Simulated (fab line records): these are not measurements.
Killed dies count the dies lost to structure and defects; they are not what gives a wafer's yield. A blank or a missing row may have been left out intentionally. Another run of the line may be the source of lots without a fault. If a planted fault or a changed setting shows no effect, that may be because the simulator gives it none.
Chamber matching    flow nandHarc    NHARC_THIN_TSV_DEP_47 on pecvd-03 has 3 sister chambers
The step deposits SiO2, target thk 200 nm. 18 wafers are shown with their chamber, then 9 later ones without.

== WAFERS WITH THEIR CHAMBER ==
wafer   chamber  throttleValvePct (%)
L282.1  1        16.9
L282.2  2        15.7
L282.5  1        16.6
L283.2  0        16.7
L283.3  1        16.8
L283.6  0        16.8
L285.1  0        16.8
L285.3  2        15.4
L285.5  1        17.0
L286.1  2        15.9
L286.2  0        16.7
L286.4  1        17.1
L288.3  1        16.8
L288.5  0        16.7
L288.6  1        16.7
L289.2  2        15.7
L289.3  0        16.7
L289.5  1        17.1

SIGNATURES, as means of the wafers listed above
reading           chamber 0  chamber 1  chamber 2  scatter within a chamber
throttleValvePct  16.733     16.875     15.675     0.158
Rule: distance of a wafer from a chamber = root of the sum over the readings of ((wafer's reading minus chamber's mean) / reading's scatter) squared. The wafer belongs to the nearest chamber; if the next one is less than 2 further off, it can't be placed. The scatter is the square root of a quotient: the sum, over the shown wafers, of each reading's squared deviation from its chamber's mean, divided by wafers minus chambers.

== WAFERS WITHOUT THEIR CHAMBER ==
wafer   throttleValvePct (%)
L299.3  16.0
L299.4  16.2
L299.5  15.3
L300.1  15.7
L300.3  15.6
L300.5  15.3
L301.2  16.0
L301.4  16.3
L301.6  16.2

== THE CHAMBER EACH PASSED THROUGH ==
wafer    from the rows above            in truth
L299.3   2                              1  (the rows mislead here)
L299.4   can't be placed: 2 or 0 or 1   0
L299.5   2                              2
L300.1   2                              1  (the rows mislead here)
L300.3   2                              2
L300.5   2                              2
L301.2   2                              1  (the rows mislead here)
L301.4   can't be placed: 0 or 1 or 2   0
L301.6   can't be placed: 2 or 0 or 1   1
Correctly placed: 3 of 9. From these rows, 3 cannot be placed; in 3 the true chamber is one of the candidates. Wrongly placed: 3.
